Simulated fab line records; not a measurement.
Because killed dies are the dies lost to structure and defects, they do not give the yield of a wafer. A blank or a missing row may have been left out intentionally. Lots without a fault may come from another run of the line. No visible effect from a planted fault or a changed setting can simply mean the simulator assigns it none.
Chamber matching ; flow nand_harc ; NHARC_A_CHANNEL_FILL_D1_ALD_25 on ald_hk-01: 4 sister chambers
The step deposits SiOx, target thk 60 nm, pulse time 10 s, ald cycles 600. 8 wafers are shown with their chamber, then 10 later ones without.

## WAFERS, EACH WITH ITS CHAMBER
wafer;chamber;heater_power_outer_w (W);heater_power_w (W)
L084.5;1;228;418
L084.6;0;270;485
L085.1;1;227;418
L087.3;0;277;490
L087.4;2;242;419
L087.6;3;195;367
L088.2;3;194;358
L088.3;2;245;420

## WAFERS WITHOUT THEIR CHAMBER
wafer;heater_power_outer_w (W);heater_power_w (W)
L088.5;269;489
L091.2;233;407
L091.5;244;425
L091.6;202;359
L094.1;246;430
L094.3;195;364
L094.5;237;426
L096.4;277;482
L096.1;196;357
L096.2;243;431

## EACH ONE'S CHAMBER
wafer;from the rows above;in truth
L088.5;0;0
L091.2;can't be placed: 1 or 2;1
L091.5;2;2
L091.6;3;3
L094.1;2;2
L094.3;3;3
L094.5;can't be placed: 2 or 1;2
L096.4;0;0
L096.1;3;3
L096.2;2;2
Correct placement for 8 of the 10. Unplaceable from these rows: 2, with the true chamber sitting among the candidates in 2. 0 placed wrongly.
How it was worked out, from the rows above alone: a wafer's distance from a chamber is the root of the sum, over the readings, of the square of ((its reading less the chamber's mean) divided by the reading's scatter). The wafer belongs to the nearest chamber; if the next one is less than 2 further off, it can't be placed. Each chamber's mean is taken over the wafers shown for it. How the scatter is found: for the shown wafers, subtract from each reading the mean of its chamber, square and add these, divide the total by (wafers less chambers), then take the root.
